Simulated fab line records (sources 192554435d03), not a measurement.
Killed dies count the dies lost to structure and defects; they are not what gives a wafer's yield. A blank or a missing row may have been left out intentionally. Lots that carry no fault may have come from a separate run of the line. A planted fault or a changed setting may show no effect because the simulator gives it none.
fab line records | flow n5Finfet | part 1 of 2: steps 1 to 18 of 25
record lots=5 wafers=15 lastDay=18
route steps=1938 shown HKMG_FIN@426
lots that met no fault: from a run of the same line without faults
startH: start of the lot's first displayed wafer, in hours after the record's first day | waitH: hours elapsed since this lot's preceding step | " same as the row above | L1.1+2: several wafers, shown together as one row | - no value, or no start was given | * or withheld: withheld | < > ~ a bound
route shown NAME@n: names a module that has steps shown in the file, with the first one's number in the route | usual: mean/standard deviation taken from wafers without a fault | same: alike in all rows | chamber/n: place in a boat | sites: each site's reading | _std_site: how widely they spread, as a standard deviation | _edge_site: inner sites' mean taken away from outer sites' mean | radiusMm: how far each site lies from the wafer's centre | mask NAME#n: copy n | behind: the most recent tool/chamber to have shaped the wafer | hold: why the lot was held/for how many hours/how that ended | device: names the non-switching transistor (n, p or np) | end of line: the tests these same wafers got at the end of their route | for a step that has no rows: nothing shown but its recipe | killed: dies lost to structure and defects at the first sort, not the wafer's yield | map: dies across one wafer; x = killed, . = not, _ = none there
set.NAME: the run value of the setting; set.NAME@STEP: its run value at that earlier step | model.NAME: the simulator's own value behind a step, which no gauge read
lots at some steps of the route; a table a step, a row a wafer
services: the hour from which a tool's chamber was out of use, counted from the record's first day as startH (under 0 if before that day), plus the number of hours and why
## steps
# step N5_HKMG_FIN_SOFTBAKE_07
# recipe tempC=110 timeS=60 resist=CAR-ArF
# columns lot.wafer tool chamber startH waitH
L074.2+4+6 lithoTrack-02 0 - -
L078.1+3+6 lithoTrack-04 0 - -
L084.2+5+6 lithoTrack-02 0 - -
L085.1+2+4 lithoTrack-04 0 - -
L096.4+5+6 lithoTrack-02 0 - -
# step N5_HKMG_FIN_EXPOSE_09
# recipe maskId=NWFM na=1.35 sourceShape=conventional sigmaOuter=0.8 polarization=unpolarized doseMj=39.25
# usual focusOffsetNm=0.1/0.44
# columns lot.wafer tool chamber startH waitH mask focusOffsetNm
L074.2 arfiScanner-01 0 73.61 - NWFM#0 0.6
L074.4 " 0 " " NWFM#0 0.8
L074.6 " 0 " " NWFM#0 0.1
L078.1 arfiScanner-03 0 107.98 - NWFM#0 -0.3
L078.3 " 0 " " NWFM#0 0.0
L078.6 " 0 " " NWFM#0 -0.3
L084.2 arfiScanner-02 0 135.82 - NWFM#0 0.2
L084.5 " 0 " " NWFM#0 -0.2
L084.6 " 0 " " NWFM#0 -0.2
L085.1 arfiScanner-01 0 148.89 - NWFM#0 0.0
L085.2 " 0 " " NWFM#0 -0.1
L085.4 " 0 " " NWFM#0 0.2
L096.4 arfiScanner-02 0 215.98 - NWFM#0 0.1
L096.5 " 0 " " NWFM#0 0.3
L096.6 " 0 " " NWFM#0 0.0
# step N5_HKMG_FIN_PEB_10
# recipe pebTempC=withheld pebTimeS=60 resist=CAR-ArF
# columns lot.wafer tool chamber startH waitH
L074.2+4+6 lithoTrack-05 0 73.66 0.0
L078.1+3+6 lithoTrack-05 0 108.03 0.1
L084.2+5+6 lithoTrack-04 0 135.87 0.0
L085.1+2+4 lithoTrack-05 0 148.95 0.1
L096.4+5+6 lithoTrack-02 0 216.03 0.0
# step N5_HKMG_FIN_DEVELOP_11
# recipe developTimeS=30 developer=TMAH resist=CAR-ArF devTempC=23 rinseLiquid=diw dry=airSpin
# columns lot.wafer tool chamber startH waitH
L074.2+4+6 lithoTrack-05 0 - -
L078.1+3+6 lithoTrack-05 0 - -
L084.2+5+6 lithoTrack-04 0 - -
L085.1+2+4 lithoTrack-05 0 - -
L096.4+5+6 lithoTrack-02 0 - -
# step N5_HKMG_FIN_CD_MEAS_12
# recipe targetCdNm=92.8 landingEnergyEv=500 detector=seInlens
# usual cdNm=92.5/0.74
# columns lot.wafer tool chamber startH waitH cdNm
L074.2 cdSem-03 0 73.73 - 92.8
L074.4 " 0 " " 92.6
L074.6 " 0 " " 91.4
L078.1 cdSem-02 0 108.10 - 92.6
L078.3 " 0 " " 92.4
L078.6 " 0 " " 92.4
L084.2 cdSem-01 0 135.94 - 91.1
L084.5 " 0 " " 90.4
L084.6 " 0 " " 92.8
L085.1 cdSem-01 0 149.02 - 93.1
L085.2 " 0 " " 94.3
L085.4 " 0 " " 93.6
L096.4 cdSem-01 0 216.10 - 92.9
L096.5 " 0 " " 91.4
L096.6 " 0 " " 91.6
# step N5_HKMG_FIN_OVL_MEAS_13
# recipe pointsPerWafer=44
# usual NWFM_OVL=0.7/0.82
# columns lot.wafer tool chamber startH waitH NWFM_OVL[nm]
L074.2 overlay-01 0 73.76 0.0 1.8
L074.4 " 0 " " 1.4
L074.6 " 0 " " 0.7
L078.1 overlay-02 0 108.13 0.0 0.3
L078.3 " 0 " " -0.1
L078.6 " 0 " " -0.5
L084.2 overlay-01 0 135.97 0.0 0.8
L084.5 " 0 " " 1.4
L084.6 " 0 " " 1.0
L085.1 overlay-01 0 149.05 0.0 -0.3
L085.2 " 0 " " 0.1
L085.4 " 0 " " 0.3
L096.4 overlay-01 0 216.12 0.0 0.4
L096.5 " 0 " " 0.0
L096.6 " 0 " " 1.2
# step N5_HKMG_FIN_INSPECT_14
# recipe mode=adi inspectInstrument=macro
# usual rawDefectCount=2.0/1.6
# columns lot.wafer tool chamber startH waitH rawDefectCount
L074.2 defectInspect-02 - 73.78 0.0 1
L074.4 " - " " 2
L074.6 " - " " 0
L078.1 defectInspect-01 - 108.16 0.0 0
L078.3 " - " " 1
L078.6 " - " " 3
L084.2 defectInspect-01 - 135.99 0.0 1
L084.5 " - " " 1
L084.6 " - " " 0
L085.1 defectInspect-01 - 149.07 0.0 2
L085.2 " - " " 4
L085.4 " - " " 6
L096.4 defectInspect-02 - 216.15 0.0 4
L096.5 " - " " 1
L096.6 " - " " 1
# step N5_HKMG_FIN_DESCUM_17
# recipe chemistry=O2 timeS=7.9 sourcePowerW=50 biasPowerW=20 pressureMtorr=20 rfFrequencyHz=2.712e+07 tempC=40 resist=CAR-ArF o2FlowSccm=225
# usual chamberPressureMTorr=19.998/0.018 drypumpMotorCurrentA=5.7/0.3 oesProductAu=0.81/0.093 rfVppV=243.3/1.4 showerheadPlenumPTorr=2.09/0.078 throttleValvePct=20.43/0.19
# columns lot.wafer tool chamber startH waitH chamberPressureMTorr drypumpMotorCurrentA oesProductAu rfHoursCounterH rfVppV showerheadPlenumPTorr throttleValvePct
L074.2 rieDiel-03 0 73.82 0.0 19.984 5.6 0.74 155 243.6 2.18 20.77
L074.4 " 1 " " 20.029 5.4 0.75 175 241.9 1.99 20.53
L074.6 " 3 " " 19.998 5.6 0.90 - 243.8 2.13 20.22
L078.1 rieDiel-05 1 108.31 0.2 20.013 5.8 0.93 27 244.4 2.16 20.24
L078.3 " 3 " " 19.982 5.3 0.67 249 242.1 2.03 20.97
L078.6 " 0 " " 20.013 5.8 0.76 - 243.7 2.06 20.19
L084.2 rieDiel-01 0 136.03 0.0 20.008 6.2 0.81 100 242.6 2.09 20.36
L084.5 " 3 " " 19.979 5.1 0.65 - 242.0 1.97 20.58
L084.6 " 0 " " 20.007 6.2 0.81 - 244.8 2.09 20.36
L085.1 rieDiel-03 1 149.19 0.1 20.000 5.4 0.72 201 242.3 1.98 20.55
L085.2 " 0 " " 19.991 5.5 0.72 181 242.6 2.17 20.82
L085.4 " 3 " " 20.038 5.6 0.86 - 245.1 2.12 20.29
L096.4 rieDiel-03 2 216.50 0.4 20.004 5.7 0.74 180 242.2 2.00 20.38
L096.5 " 2 " " 19.994 5.7 0.74 - 241.5 2.00 20.38
L096.6 " 3 " " 19.991 5.6 0.81 - 243.5 2.11 20.30
# step N5_HKMG_FIN_ETCH_31
# recipe chemistry=CF4 target=SiARC targetDepthA=455 maskMaterial=CAR-ArF timeS=75.8 ionEnergyEv=80 pressureMtorr=40 sourceW=545 biasW=36 Ar_flow_sccm=100 cf4FlowSccm=100 ends=cleared
# usual chamberPressureMTorr=40.00/0.039 drypumpMotorCurrentA=5.7/0.3 etchRfOnTimeS=73.7/2.2 oesProductAu=0.70/0.082 rfVppV=183.9/1.3 showerheadPlenumPTorr=2.15/0.068 throttleValvePct=15.66/0.22
# columns lot.wafer tool chamber startH waitH chamberPressureMTorr drypumpMotorCurrentA etchRfOnTimeS oesProductAu rfHoursCounterH rfVppV showerheadPlenumPTorr throttleValvePct
L074.2 rieDiel-03 0 73.85 0.0 40.03 5.6 72.6 0.64 155 184.2 2.22 15.93
L074.4 " 1 " " 39.98 5.4 72.3 0.64 175 182.7 2.05 15.82
L074.6 " 3 " " 40.00 5.6 70.8 0.79 - 183.6 2.19 15.40
L078.1 rieDiel-05 1 108.34 0.0 40.06 5.8 73.8 0.78 27 186.1 2.21 15.36
L078.3 " 3 " " 40.04 5.3 74.4 0.58 249 184.3 2.10 16.26
L078.6 " 0 " " 40.10 5.8 75.5 0.64 - 183.8 2.11 15.51
L084.2 rieDiel-01 0 136.06 0.0 40.05 6.2 72.2 0.71 100 183.8 2.18 15.76
L084.5 " 3 " " 40.03 5.1 76.1 0.56 - 181.9 2.02 15.79
L084.6 " 0 " " 39.95 6.2 72.6 0.71 - 185.0 2.18 15.77
L085.1 rieDiel-03 1 149.22 0.0 40.01 5.4 71.1 0.63 201 183.7 2.05 15.88
L085.2 " 0 " " 39.96 5.6 71.5 0.62 181 185.6 2.21 15.99
L085.4 " 3 " " 39.95 5.6 70.2 0.75 - 184.7 2.18 15.44
L096.4 rieDiel-03 2 216.54 0.0 39.97 5.7 74.5 0.64 180 182.5 2.06 15.67
L096.5 " 2 " " 39.99 5.7 74.5 0.63 - 182.2 2.06 15.66
L096.6 " 3 " " 39.94 5.6 70.6 0.72 - 183.3 2.17 15.49
# step N5_HKMG_FIN_ETCH_32
# recipe chemistry=N2/H2 target=SOC targetDepthA=2400 tempC=40 timeS=300 ionEnergyEv=200 maskMaterial=SiARC pressureMtorr=30 sourceW=840 biasW=150 n2FlowSccm=200 h2FlowSccm=200
# usual chamberPressureMTorr=30.002/0.03 drypumpMotorCurrentA=5.7/0.3 oesProductAu=0.82/0.098 rfVppV=524.0/2.5 showerheadPlenumPTorr=2.54/0.087 throttleValvePct=17.83/0.25
# columns lot.wafer tool chamber startH waitH chamberPressureMTorr drypumpMotorCurrentA oesProductAu rfHoursCounterH rfVppV showerheadPlenumPTorr throttleValvePct
L074.2 rieDiel-03 0 73.91 0.0 29.976 5.6 0.75 155 525.4 2.63 18.14
L074.4 " 1 " " 30.045 5.4 0.76 175 522.0 2.39 17.81
L074.6 " 3 " " 29.927 5.6 0.94 - 524.7 2.59 17.63
L078.1 rieDiel-05 1 108.40 0.0 30.011 5.8 0.91 27 525.6 2.58 17.31
L078.3 " 3 " " 30.084 5.3 0.68 249 522.4 2.49 18.43
L078.6 " 0 " " 29.968 5.8 0.76 - 523.4 2.53 17.77
L084.2 rieDiel-01 0 136.12 0.0 30.023 6.2 0.84 101 524.7 2.55 17.77
L084.5 " 3 " " 29.986 5.1 0.66 - 520.3 2.39 18.00
L084.6 " 0 " " 29.945 6.2 0.84 - 525.4 2.55 17.77
L085.1 rieDiel-03 1 149.28 0.0 29.981 5.4 0.73 201 521.1 2.38 17.85
L085.2 " 0 " " 30.004 5.6 0.72 181 524.6 2.62 18.19
L085.4 " 3 " " 29.993 5.6 0.88 - 524.6 2.58 17.65
L096.4 rieDiel-03 2 216.59 0.0 29.994 5.8 0.74 181 521.0 2.43 17.94
L096.5 " 2 " " 29.917 5.7 0.73 - 520.6 2.43 17.94
L096.6 " 3 " " 29.997 5.7 0.85 - 525.7 2.57 17.70
# step N5_HKMG_FIN_STRIP_33
# recipe chemistry=N2/H2 tempC=40 n2FlowSccm=200 h2FlowSccm=200 rfFrequencyHz=6e+07
# columns lot.wafer tool chamber startH waitH
L074.2+4+6 rieDiel-03 0,1,3 74.09 0.1
L078.1+3+6 rieDiel-05 1,3,0 108.58 0.1
L084.2+5+6 rieDiel-01 0,3,0 136.30 0.1
L085.1+2+4 rieDiel-03 1,0,3 149.46 0.1
L096.4+5+6 rieDiel-03 2,2,3 216.77 0.1
# step N5_HKMG_FIN_STRIP_34
# recipe chemistry=CF4 resist=SiARC powerW=300 biasPowerW=75 pressureMtorr=50 cf4FlowSccm=150 rfFrequencyHz=6e+07
# usual chamberPressureMTorr=50.00/0.046 drypumpMotorCurrentA=5.7/0.31 oesProductAu=0.79/0.085 rfVppV=271.2/1.4 showerheadPlenumPTorr=1.80/0.054 throttleValvePct=13.62/0.24
# columns lot.wafer tool chamber startH waitH chamberPressureMTorr drypumpMotorCurrentA oesProductAu rfHoursCounterH rfVppV showerheadPlenumPTorr throttleValvePct
L074.2 rieDiel-03 0 74.10 0.0 49.98 5.6 0.72 155 272.0 1.86 13.93
L074.4 " 1 " " 49.96 5.4 0.72 176 270.5 1.72 13.82
L074.6 " 3 " " 50.07 5.6 0.88 - 271.9 1.83 13.29
L078.1 rieDiel-05 1 108.59 0.0 50.02 5.8 0.89 27 271.6 1.85 13.31
L078.3 " 3 " " 49.93 5.3 0.67 249 270.6 1.77 14.28
L078.6 " 0 " " 50.01 5.8 0.74 - 271.0 1.77 13.53
L084.2 rieDiel-01 0 136.31 0.0 50.00 6.2 0.81 101 270.6 1.82 13.73
L084.5 " 3 " " 49.99 5.1 0.66 - 268.0 1.69 13.79
L084.6 " 0 " " 50.05 6.2 0.81 - 271.2 1.82 13.70
L085.1 rieDiel-03 1 149.47 0.0 49.98 5.3 0.71 201 270.1 1.71 13.86
L085.2 " 0 " " 49.97 5.5 0.70 181 274.0 1.85 13.98
L085.4 " 3 " " 49.97 5.6 0.84 - 270.5 1.82 13.35
L096.4 rieDiel-03 2 216.78 0.0 50.06 5.7 0.72 181 268.2 1.73 13.67
L096.5 " 2 " " 50.07 5.7 0.73 - 270.5 1.73 13.66
L096.6 " 3 " " 50.11 5.6 0.80 - 272.4 1.81 13.43
# step N5_HKMG_FIN_ETCH_35
# recipe chemistry=N2/H2 target=SOC targetDepthA=2158 ionEnergyEv=65 biasW=5 sourceW=3000 timeS=243.4 pressureMtorr=30 n2FlowSccm=200 h2FlowSccm=200
# usual chamberPressureMTorr=30.003/0.025 drypumpMotorCurrentA=5.7/0.31 oesProductAu=0.82/0.098 rfVppV=141.5/1.1 showerheadPlenumPTorr=2.54/0.087 throttleValvePct=17.83/0.25
# columns lot.wafer tool chamber startH waitH chamberPressureMTorr drypumpMotorCurrentA oesProductAu rfHoursCounterH rfVppV showerheadPlenumPTorr throttleValvePct
L074.2 rieDiel-03 0 74.12 0.0 29.981 5.5 0.74 155 142.1 2.63 18.15
L074.4 " 1 " " 30.027 5.4 0.76 176 139.7 2.39 17.82
L074.6 " 3 " " 30.005 5.7 0.93 - 142.4 2.59 17.61
L078.1 rieDiel-05 1 108.61 0.0 30.013 5.9 0.92 27 140.9 2.58 17.31
L078.3 " 3 " " 30.000 5.3 0.69 250 142.0 2.49 18.47
L078.6 " 0 " " 29.980 5.8 0.76 - 140.0 2.53 17.79
L084.2 rieDiel-01 0 136.33 0.0 29.997 6.2 0.85 101 140.5 2.55 17.79
L084.5 " 3 " " 30.009 5.1 0.67 - 139.3 2.39 18.02
L084.6 " 0 " " 29.969 6.2 0.84 - 141.5 2.55 17.78
L085.1 rieDiel-03 1 149.49 0.0 30.028 5.4 0.74 201 140.6 2.38 17.86
L085.2 " 0 " " 29.944 5.5 0.74 181 140.9 2.62 18.20
L085.4 " 3 " " 29.985 5.6 0.89 - 141.1 2.58 17.65
L096.4 rieDiel-03 2 216.80 0.0 30.046 5.7 0.74 181 140.5 2.43 17.95
L096.5 " 2 " " 29.999 5.7 0.73 - 140.5 2.43 17.93
L096.6 " 3 " " 30.014 5.6 0.85 - 142.3 2.57 17.71
# step N5_HKMG_FIN_STRIP_92
# recipe chemistry=N2/H2 material=SOC timeS=20 powerW=500 tempC=40 pressureMtorr=50 rfFrequencyHz=6e+07 biasPowerW=8 h2Frac=0.5 n2FlowSccm=300 h2FlowSccm=300
# usual chamberPressureMTorr=50.00/0.039 drypumpMotorCurrentA=5.7/0.31 oesProductAu=0.82/0.097 rfVppV=54.3/0.81 showerheadPlenumPTorr=3.35/0.11 throttleValvePct=19.0/0.4
# columns lot.wafer tool chamber startH waitH chamberPressureMTorr drypumpMotorCurrentA oesProductAu rfHoursCounterH rfVppV showerheadPlenumPTorr throttleValvePct
L074.2 rieDiel-03 0 74.27 0.1 49.97 5.5 0.74 155 56.2 3.48 19.3
L074.4 " 1 " " 49.99 5.4 0.74 176 54.1 3.17 18.8
L074.6 " 3 " " 50.03 5.6 0.92 - 54.5 3.42 18.8
L078.1 rieDiel-05 1 108.76 0.1 50.00 5.8 0.93 28 54.9 3.40 18.1
L078.3 " 3 " " 50.01 5.3 0.68 250 54.1 3.29 19.6
L078.6 " 0 " " 49.96 5.8 0.75 - 55.8 3.34 19.0
L084.2 rieDiel-01 0 136.48 0.1 50.01 6.2 0.84 101 54.9 3.36 18.9
L084.5 " 3 " " 50.05 5.1 0.66 - 53.4 3.17 19.1
L084.6 " 0 " " 49.97 6.2 0.84 - 55.1 3.36 18.9
L085.1 rieDiel-03 1 149.64 0.1 50.02 5.4 0.73 201 54.0 3.16 18.9
L085.2 " 0 " " 50.07 5.5 0.71 181 55.3 3.46 19.3
L085.4 " 3 " " 50.03 5.6 0.87 - 54.4 3.41 18.8
L096.4 rieDiel-03 2 216.95 0.1 49.97 5.8 0.74 181 54.0 3.22 19.4
L096.5 " 2 " " 50.01 5.8 0.74 - 53.1 3.22 19.4
L096.6 " 3 " " 50.03 5.6 0.85 - 55.0 3.39 18.9
# step N5_HKMG_FIN_WET_ETCH_18
# recipe chemistry=SC1 target=TiN mix=1:1:5 tempC=* timeS=55 targetDepthNm=5.2 dry=ipaMarangoni rinseTimeS=30 rinseTempC=23
# usual rinseTempC=*
# columns lot.wafer tool chamber startH waitH rinseTempC
L074.2 wetBench-01 4 74.35 0.1 *
L074.4 " 5 " " *
L074.6 " 3 " " *
L078.1 wetBench-05 2 108.84 0.1 *
L078.3 " 6 " " *
L078.6 " 0 " " *
L084.2 wetBench-01 6 136.56 0.1 *
L084.5 " 4 " " *
L084.6 " 7 " " *
L085.1 wetBench-05 0 149.72 0.1 *
L085.2 " 1 " " *
L085.4 " 6 " " *
L096.4 wetBench-01 6 217.03 0.1 *
L096.5 " 2 " " *
L096.6 " 4 " " *
# step N5_HKMG_FIN_STRIP_19
# recipe chemistry=N2/H2 powerW=2500 tempC=300 h2Frac=0.65 timeS=360 pressureMtorr=withheld n2FlowSccm=1750 h2FlowSccm=3250
# usual drypumpMotorCurrentA=5.5/0.4 heaterPowerW=460/33
# columns lot.wafer tool chamber startH waitH drypumpMotorCurrentA heaterPowerW rfHoursCounterH
L074.2 plasmaAsher-02 0 74.41 0.0 5.5 468 35
L074.4 " 0 " " 5.5 458 -
L074.6 " 1 " " 5.6 474 -
L078.1 plasmaAsher-01 1 108.90 0.0 4.9 513 101
L078.3 " 1 " " 4.9 495 -
L078.6 " 0 " " 6.1 403 -
L084.2 plasmaAsher-02 1 136.63 0.0 5.6 476 45
L084.5 " 1 " " 5.6 468 -
L084.6 " 0 " " 5.5 453 -
L085.1 plasmaAsher-02 1 149.78 0.0 5.6 480 48
L085.2 " 0 " " 5.5 458 48
L085.4 " 0 " " 5.5 455 -
L096.4 plasmaAsher-01 1 217.22 0.1 4.9 492 -
L096.5 " 1 " " 4.9 503 -
L096.6 " 0 " " 6.2 400 -
# step N5_HKMG_FIN_ALD_91
# recipe material=TiN targetThkA=10 tempC=400 aldPrecursorFamily=TiCl4 aldCoReactant=NH3 pulseTimeS=1 purgeTimeS=3 coReactantPurgeTimeS=2 coReactantPulseTimeS=2 aldCycles=47 pressureTorr=3
# usual heaterPowerW=909/82 precursorPulseHeightRel=0.999/0.02 susceptorTempC=399.98/0.21
# columns lot.wafer tool chamber startH waitH heaterPowerW precursorPulseHeightRel sinceWetCleanH susceptorTempC
L074.2 aldMetal-03 2 74.79 0.3 994 1.003 4353 400.04
L074.4 " 1 " " 1014 1.022 4353 400.18
L074.6 " 1 " " 1020 1.002 - 399.89
L078.1 aldMetal-01 2 109.29 0.3 825 1.029 2849 399.90
L078.3 " 0 " " 861 0.961 2849 399.91
L078.6 " 1 " " 836 0.987 - 399.85
L084.2 aldMetal-03 1 137.01 0.3 1028 1.005 4415 400.18
L084.5 " 3 " " 882 1.007 - 400.08
L084.6 " 1 " " 1008 1.012 - 400.09
L085.1 aldMetal-03 0 150.17 0.3 784 1.006 4428 400.34
L085.2 " 1 " " 1047 0.992 4428 399.92
L085.4 " 2 " " 1015 0.967 4428 399.80
L096.4 aldMetal-04 2 217.48 0.1 996 0.996 6034 399.97
L096.5 " 0 " " 884 0.996 - 399.58
L096.6 " 1 " " 889 0.985 - 399.95
# step N5_HKMG_FIN_COAT_85
# recipe resist=SOC tempC=250 timeS=60 spinRpm=1500 resistThkNm=300
# columns lot.wafer tool chamber startH waitH
L074.2+4+6 lithoTrack-05 0 75.07 0.2
L078.1+3+6 lithoTrack-05 0 109.56 0.2
L084.2+5+6 lithoTrack-02 0 137.29 0.2
L085.1+2+4 lithoTrack-02 0 150.44 0.2
L096.4+5+6 lithoTrack-02 0 217.77 0.2
